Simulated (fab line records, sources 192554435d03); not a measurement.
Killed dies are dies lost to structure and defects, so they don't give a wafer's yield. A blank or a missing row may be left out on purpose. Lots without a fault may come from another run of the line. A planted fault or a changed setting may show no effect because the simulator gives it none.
fab line records | flow n5_finfet
record lots=9 wafers=25 last_day=18
route steps=1938 shown BEOL_M0_SAQP@691 BEOL_M0_CUTY@702 BEOL_M4@1111 PASSIVATION@1936
lots that met no fault: from a run of the same line without faults
start_h: hours from the record's first day to the start of the lot's first wafer shown | wait_h: hours since the lot's step before | " the same as in the row above | L1.1+2: a row that stands for several wafers | - no value, or no start given | * or withheld: withheld | < > ~ a bound
route shown NAME@n: a module of which the file shows steps, and the number in the route of the first | usual: mean/standard deviation of fault-free wafers | same: alike in all rows | chamber/n: place in a boat | sites: the reading at each site | _std_site: their standard deviation | _edge_site: outer sites' mean less inner sites' | radius_mm: how far each site lies from the wafer's centre | mask NAME#n: copy n | behind: the tool/chamber that last shaped the wafer | hold: why the lot was held/for how many hours/how that ended | device: the transistor (n, p or np) that didn't switch | end of line: the same wafers' tests at the end of the route | a step without rows: its recipe alone | killed: dies lost to structure and defects at the first sort, not the wafer's yield | map: a wafer's dies, x killed, . not, _ none there
set.NAME: the setting as run; set.NAME@STEP: as run at that earlier step | model.NAME: the simulator's own value behind a step, which no gauge read
steps of the route over a sample of lots; a table a step, a row a wafer
services: from which hour (start_h, from the record's first day; less than 0 if before it) a tool's chamber was out of use, for how many hours, and why
## steps
# step N5_BEOL_M0_SAQP_INSPECT_42
# recipe mode=adi inspect_instrument=brightfield
# usual raw_defect_count=304/86
# columns lot.wafer tool chamber start_h wait_h raw_defect_count
L194.3 defect_inspect-01 - 152.07 0.0 266
L194.4 " - " " 334
L194.5 " - " " 275
L195.3 defect_inspect-02 - 153.29 0.0 505
L195.4 " - " " 270
L195.6 " - " " 336
L201.1 defect_inspect-02 - 160.13 0.1 237
L201.3 " - " " 257
L201.6 " - " " 183
L206.2 defect_inspect-02 - 186.04 0.0 188
L206.3 " - " " 158
L206.6 " - " " 255
L213.2 defect_inspect-01 - 228.51 0.0 433
L213.6 " - " " 294
L214.2 defect_inspect-01 - 235.36 0.0 215
L214.4 " - " " 243
L215.4 defect_inspect-02 - 240.62 0.0 345
L215.5 " - " " 342
L215.6 " - " " 278
L216.1 defect_inspect-01 - 245.28 0.1 276
L216.3 " - " " 169
L216.5 " - " " 260
L217.2 defect_inspect-01 - 251.09 0.0 277
L217.3 " - " " 299
L217.6 " - " " 239
# step N5_BEOL_M0_SAQP_ETCH_73
# recipe chemistry=CF4 target=SiARC target_depth_a=195 mask_material=CAR-EUV time_s=32.5 ion_energy_ev=80 pressure_mtorr=40 source_w=545 bias_w=36 Ar_flow_sccm=100 cf4_flow_sccm=100 ends=cleared
# usual drypump_motor_current_A=5.6/0.32 etch_rf_on_time_s=32.9/0.92 oes_product_au=0.65/0.076 rf_vpp_V=184.2/1.1 showerhead_plenum_p_Torr=2.14/0.067 throttle_valve_pct=15.65/0.22
# columns lot.wafer tool chamber start_h wait_h drypump_motor_current_A etch_rf_on_time_s oes_product_au rf_hours_counter_h rf_vpp_V showerhead_plenum_p_Torr throttle_valve_pct
L194.3 rie_diel-02 3 152.16 0.0 5.5 33.6 0.56 250 183.3 2.10 16.00
L194.4 " 2 " " 5.7 32.7 0.59 230 184.6 2.20 15.68
L194.5 " 2 " " 5.7 32.4 0.59 - 185.8 2.20 15.67
L195.3 rie_diel-05 1 153.76 0.0 5.1 32.3 0.75 30 185.8 2.19 15.40
L195.4 " 2 " " 5.9 32.7 0.63 - 184.7 2.13 15.42
L195.6 " 0 " " 5.3 33.1 0.63 - 184.5 2.13 15.58
L201.1 rie_diel-05 2 160.22 0.0 5.9 31.8 0.64 152 185.4 2.13 15.43
L201.3 " 0 " " 5.3 32.6 0.63 168 183.2 2.13 15.58
L201.6 " 1 " " 5.1 31.6 0.75 - 185.6 2.19 15.42
L206.2 rie_diel-04 2 186.13 0.0 5.7 33.4 0.58 249 185.3 2.11 15.68
L206.3 " 3 " " 5.5 31.7 0.61 222 182.2 2.03 15.96
L206.6 " 0 " " 5.7 34.4 0.61 - 184.2 2.12 15.96
L213.2 rie_diel-04 0 228.59 0.0 5.7 34.9 0.59 198 185.4 2.12 15.99
L213.6 " 3 " " 5.5 32.2 0.60 - 182.3 2.03 15.99
L214.2 rie_diel-05 3 235.45 0.0 6.3 32.9 0.79 15 184.5 2.27 15.59
L214.4 " 2 " " 5.9 32.1 0.62 169 183.0 2.13 15.46
L215.4 rie_diel-04 3 240.72 0.0 5.5 32.5 0.59 - 181.8 2.03 15.99
L215.5 " 1 " " 5.9 33.5 0.60 - 184.2 2.22 15.61
L215.6 " 0 " " 5.7 35.0 0.59 - 184.2 2.12 15.98
L216.1 rie_diel-05 1 245.36 0.0 5.1 32.0 0.72 53 185.0 2.18 15.45
L216.3 " 3 " " 6.3 32.9 0.78 16 185.3 2.27 15.56
L216.5 " 3 " " 6.3 32.9 0.78 - 186.9 2.27 15.57
L217.2 rie_diel-02 3 251.50 0.0 5.5 31.6 0.79 13 182.9 2.09 15.55
L217.3 " 0 " " 5.3 33.6 0.60 202 184.3 2.04 15.78
L217.6 " 2 " " 5.7 32.3 0.80 - 184.9 2.19 15.20
# step N5_BEOL_M0_CUTY_COAT_51
# recipe resist=CAR-ArF-block spin_rpm=1500 resist_thk_nm=150
# usual spin_speed_rpm=1499.6/0.9
# columns lot.wafer tool chamber start_h wait_h spin_speed_rpm
L194.3 litho_track-03 0 153.22 - 1498.3
L194.4 " 0 " " 1498.2
L194.5 " 0 " " 1498.0
L195.3 litho_track-01 0 155.01 - 1498.2
L195.4 " 0 " " 1501.4
L195.6 " 0 " " 1499.8
L201.1 litho_track-03 0 161.12 - 1457.0
L201.3 " 0 " " 1457.1
L201.6 " 0 " " 1455.8
L206.2 litho_track-03 0 188.35 - 1456.9
L206.3 " 0 " " 1456.7
L206.6 " 0 " " 1457.6
L213.2 litho_track-01 0 229.76 - 1500.5
L213.6 " 0 " " 1501.2
L214.2 litho_track-01 0 236.41 - 1499.4
L214.4 " 0 " " 1500.6
L215.4 litho_track-01 0 241.84 - 1500.8
L215.5 " 0 " " 1498.7
L215.6 " 0 " " 1500.1
L216.1 litho_track-05 0 247.04 - 1499.3
L216.3 " 0 " " 1500.7
L216.5 " 0 " " 1500.2
L217.2 litho_track-03 0 252.41 - 1499.1
L217.3 " 0 " " 1499.5
L217.6 " 0 " " 1500.0
# step N5_BEOL_M0_CUTY_DESCUM_61
# recipe chemistry=O2 time_s=7.9 source_power_w=50 bias_power_w=20 pressure_mtorr=20 rf_frequency_hz=2.712e+07 temp_c=40 resist=CAR-ArF-block o2_flow_sccm=225
# usual drypump_motor_current_A=5.6/0.48 oes_product_au=0.80/0.1 rf_vpp_V=242.7/1 showerhead_plenum_p_Torr=2.07/0.056 throttle_valve_pct=20.5/0.31
# columns lot.wafer tool chamber start_h wait_h drypump_motor_current_A oes_product_au rf_hours_counter_h rf_vpp_V showerhead_plenum_p_Torr throttle_valve_pct
L194.3 rie_diel-06 0 153.65 0.0 5.7 0.79 109 241.6 2.00 20.0
L194.4 " 3 " " 6.0 0.66 - 243.3 2.09 20.9
L194.5 " 2 " " 4.9 0.92 - 244.7 2.13 20.6
L195.3 rie_diel-01 0 155.44 0.0 4.9 0.68 222 243.1 2.06 20.8
L195.4 " 1 " " 6.3 0.66 246 243.5 2.07 20.7
L195.6 " 0 " " 4.8 0.67 - 241.6 2.06 20.7
L201.1 rie_diel-06 3 161.43 0.0 6.0 0.67 226 242.6 2.09 20.9
L201.3 " 1 " " 5.8 0.68 215 242.7 2.06 20.6
L201.6 " 3 " " 6.0 0.67 - 243.0 2.09 20.9
L206.2 rie_diel-03 0 188.94 0.2 5.2 0.70 199 242.2 1.98 20.3
L206.3 " 2 " " 5.8 1.01 0 245.5 2.25 20.5
L206.6 " 1 " " 5.9 0.91 - 243.8 2.16 20.1
L213.2 rie_diel-01 3 230.33 0.2 6.1 0.81 92 242.3 2.03 20.1
L213.6 " 1 " " 6.3 0.93 - 242.6 2.06 20.3
L214.2 rie_diel-06 0 237.15 0.5 5.8 0.77 135 241.6 1.99 20.0
L214.4 " 3 " " 6.0 0.66 248 242.7 2.08 21.0
L215.4 rie_diel-06 2 243.36 1.1 4.9 0.89 - 243.4 2.12 20.6
L215.5 " 1 " " 5.7 0.68 - 243.1 2.05 20.6
L215.6 " 0 " " 5.7 0.77 - 241.9 1.99 20.0
L216.1 rie_diel-01 3 247.61 0.2 6.1 0.80 100 240.7 2.03 20.1
L216.3 " 2 " " 5.8 0.86 52 243.0 2.06 20.7
L216.5 " 2 " " 5.8 0.86 - 240.9 2.06 20.7
L217.2 rie_diel-03 2 252.92 0.2 5.8 0.95 6 245.2 2.25 20.5
L217.3 " 3 " " 5.8 0.78 121 242.5 2.12 20.7
L217.6 " 3 " " 5.8 0.78 - 242.4 2.12 20.7
# step N5_BEOL_M4_RC_MEAS_101
# usual DIBL_N=35.6/1.7 DIBL_P=35.0/2 IOFF_N=0.148/0.027 IOFF_P=0.19/0.032 ION_N=671/14 ION_P=460/9.1 SS_N=71.3/0.62 SS_P=73.0/0.64 VT_N=251/3.2 VT_P=-251.5/2.9
# columns lot.wafer tool chamber start_h wait_h DIBL_N[mV/V] DIBL_P[mV/V] IOFF_N[nA/um] IOFF_P[nA/um] ION_N[uA/um] ION_P[uA/um] SS_N[mV/dec] SS_P[mV/dec] VT_N[mV] VT_P[mV]
L194.3 prober-02 0 200.09 0.3 36.1 37.1 0.174 0.20 701 470 71.1 73.9 248 -252.5
L194.4 " 0 " " 35.4 37.2 0.150 0.19 673 460 70.9 73.9 252 -249.9
L194.5 " 0 " " 35.2 35.8 0.148 0.17 678 464 71.2 73.1 251 -251.1
L195.3 prober-02 0 204.58 0.3 34.3 32.1 0.130 0.17 663 456 71.3 73.1 250 -252.0
L195.4 " 0 " " 35.7 34.3 0.156 0.20 696 474 71.2 72.7 248 -251.6
L195.6 " 0 " " 33.8 31.4 0.123 0.16 671 462 71.0 72.7 254 -250.1
L201.1 prober-02 0 215.61 0.0 37.1 36.6 0.197 0.23 695 472 71.7 73.7 245 -246.6
L201.3 " 0 " " 34.2 32.5 0.137 0.17 684 469 70.8 72.0 249 -251.2
L201.6 " 0 " " 34.7 33.0 0.146 0.17 683 461 71.3 72.5 249 -253.8
L206.2 prober-02 0 253.14 0.2 36.1 36.8 0.198 0.24 690 472 71.4 74.1 244 -246.3
L206.3 " 0 " " 34.2 34.5 0.147 0.21 670 464 71.4 73.5 250 -245.1
L206.6 " 0 " " 33.9 33.6 0.139 0.19 672 457 71.4 72.5 249 -250.3
L213.2 prober-01 0 300.09 0.2 36.7 34.2 0.147 0.18 655 454 71.5 72.7 252 -250.2
L213.6 " 0 " " 35.3 34.1 0.133 0.18 682 476 70.5 72.9 252 -251.4
L214.2 prober-02 0 305.38 0.2 35.5 34.2 0.119 0.18 662 458 70.5 72.3 253 -251.4
L214.4 " 0 " " 40.2 40.5 0.222 0.30 692 475 72.3 73.4 247 -244.4
L215.4 prober-02 0 308.85 0.5 34.3 32.5 0.125 0.17 661 453 71.1 72.1 250 -253.9
L215.5 " 0 " " 36.1 34.7 0.166 0.21 677 458 71.4 72.9 245 -248.5
L215.6 " 0 " " 33.4 31.5 0.114 0.16 662 460 70.9 71.8 254 -254.1
L217.2 prober-02 0 321.94 0.2 37.7 37.6 0.200 0.22 701 468 71.8 74.1 246 -253.1
L217.3 " 0 " " 35.9 35.5 0.155 0.19 679 458 71.2 73.3 249 -251.3
L217.6 " 0 " " 36.3 36.0 0.166 0.20 681 456 71.3 73.6 245 -250.3
L216.1 prober-01 0 322.01 0.0 37.0 37.4 0.156 0.22 677 472 71.3 73.3 250 -251.2
L216.3 " 0 " " 36.2 35.8 0.144 0.18 680 464 71.2 72.3 251 -253.6
L216.5 " 0 " " 34.6 33.7 0.120 0.16 668 462 69.9 72.6 254 -252.9
# step N5_PASSIVATION_PROBE_49
# usual defect_limited_yield=91.2/1.6 killed_at_M0_to_M3=35/11 killed_at_M4_up=14/5.4 killed_at_contacts=13/6 killed_at_front_end=38/11 killed_at_other=3.4/2.6 killed_dies=104/19 killed_open=68/13 killed_short=34/8.5 sort_bin_5_function=5.1/1 sort_bin_6_memory=3.3/0.72 sort_n_pass=1075/22 sort_yield_pct=91.1/1.9
# same gross_dies=1180 killed_at_back_side=0 sort_bin_4_leakage[%]=0 sort_bin_8_speed[%]=0
# columns lot.wafer tool chamber start_h wait_h defect_limited_yield[%] killed_at_M0_to_M3 killed_at_M4_up killed_at_contacts killed_at_front_end killed_at_other killed_dies killed_open killed_short sort_bin_5_function[%] sort_bin_6_memory[%] sort_n_pass sort_yield_pct[%]
L195.3 prober-02 - 320.37 0.3 91.4 39 13 10 34 5 101 67 32 5.5 3.0 1079 91.4
L195.4 prober-02 - 320.42 0.3 93.7 29 19 6 19 1 74 48 26 3.6 2.5 1106 93.7
L195.6 prober-02 - 320.52 0.4 93.6 34 9 4 24 5 76 54 22 3.8 2.5 1104 93.6
L217.2 prober-02 - 436.02 0.1 90.7 33 13 19 43 2 110 77 33 5.9 3.1 1070 90.7
L217.3 prober-02 - 436.07 0.1 93.1 35 5 16 24 1 81 59 22 3.4 3.2 1099 93.1
L217.6 prober-02 - 436.22 0.3 92.0 24 15 20 30 5 94 58 34 5.0 2.5 1086 92.0
# killed by level:class
L195.3 FIN_SAQP:geometric_particle:open=9 MOL_CONTACT_COAG:geometric_particle:open=9 BEOL_M3:geometric_particle:open=8 BEOL_M0_SAQP:geometric_particle:short=7 BEOL_M0_SAQP:geometric_particle:open=6 BEOL_M2:geometric_particle:open=6 BEOL_M1:geometric_particle:open=5 BEOL_M3:geometric_particle:short=5
L195.4 BEOL_M0_SAQP:geometric_particle:short=9 BEOL_M4:geometric_particle:open=8 BEOL_M1:geometric_particle:open=7 STI_FIN_REVEAL:geometric_particle:open=6 GATE_CUT:geometric_particle:short=4 MOL_CONTACT_COAG:geometric_particle:open=4 BEOL_M0_SAQP:geometric_particle:open=4 BEOL_M5:geometric_particle:open=4
L195.6 BEOL_M1:geometric_particle:open=10 BEOL_M3:geometric_particle:open=7 STARTING-WAFER:geometric_particle:short=6 FIN_SAQP:geometric_particle:open=5 BEOL_M0_SAQP:geometric_particle:open=5 DUMMY_GATE:geometric_particle:open=4 MOL_CONTACT_COAG:geometric_particle:open=4 BEOL_M0_SAQP:geometric_particle:short=4
L217.2 MOL_CONTACT_COAG:geometric_particle:open=16 BEOL_M2:geometric_particle:open=12 GATE_CUT:geometric_particle:open=6 BEOL_M1:geometric_particle:open=6 FIN_SAQP:geometric_particle:open=5 BEOL_M4:geometric_particle:open=5 STARTING-WAFER:geometric_particle:open=5 BEOL_M0_SAQP:geometric_particle:short=5
L217.3 MOL_CONTACT_COAG:geometric_particle:open=12 BEOL_M2:geometric_particle:open=11 BEOL_M1:geometric_particle:open=8 MOL_CONTACT_COAG:geometric_particle:short=4 BEOL_M0_SAQP:geometric_particle:open=4 BEOL_M0_SAQP:geometric_particle:short=4 BEOL_M3:geometric_particle:open=4 STARTING-WAFER:geometric_particle:short=4
L217.6 MOL_CONTACT_COAG:geometric_particle:open=14 STI_FIN_REVEAL:geometric_particle:open=6 BEOL_M4:geometric_particle:open=6 MOL_CONTACT_COAG:geometric_particle:short=6 BEOL_M0_SAQP:geometric_particle:open=5 BEOL_M0_SAQP:geometric_particle:short=4 BEOL_M2:geometric_particle:open=4 BEOL_M5:geometric_particle:open=4
## services
# columns tool chamber start_h hours kind
rie_diel-04 3 129.24 4.7 repair
rie_diel-01 3 129.40 7.0 repair
rie_diel-05 3 129.79 4.6 repair
litho_track-03 - 129.90 - consumable_replace:filter
rie_diel-05 3 150.30 - clean
rie_diel-05 3 150.30 - consumable_replace:focus_ring
rie_diel-05 3 150.30 - consumable_replace:showerhead
rie_diel-05 3 150.30 14.0 scheduled_down
rie_diel-05 3 150.30 14.0 vent_cycle
rie_diel-06 1 153.08 4.2 repair
rie_diel-02 3 158.29 9.1 repair
rie_diel-01 1 162.13 - clean
rie_diel-01 1 162.13 - consumable_replace:focus_ring
rie_diel-02 1 189.70 2.6 repair
rie_diel-03 2 201.74 28.7 repair
rie_diel-04 0 207.73 1.7 repair
rie_diel-06 1 214.36 13.2 repair
rie_diel-03 - 219.88 28.1 pm
rie_diel-04 2 240.24 10.5 repair
litho_track-01 - 241.91 - consumable_replace:filter
rie_diel-06 3 242.28 - clean
rie_diel-06 3 242.28 - consumable_replace:focus_ring
rie_diel-06 3 242.28 19.6 scheduled_down
rie_diel-06 3 242.28 19.6 vent_cycle
## key
first_sign step=N5_BEOL_M0_CUTY_COAT_51 reading=spin_speed_rpm direction=down sigmas=48 usual=* struck=*
effect none on later readings
met_at N5_BEOL_M0_CUTY_COAT_51
struck_lots L201,L206
not_acting_at N5_BEOL_M0_SAQP_INSPECT_42,N5_BEOL_M0_SAQP_ETCH_73,N5_BEOL_M0_CUTY_DESCUM_61
onset_between 153.22 161.12
fault kind=process_parameter_drift tool=litho_track-03 chamber=- onset_h=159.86 steps=N5_BEOL_M0_CUTY_COAT_51 channel=spin_rpm offset=* shape=step end_h=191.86 acts_in=* stated=*
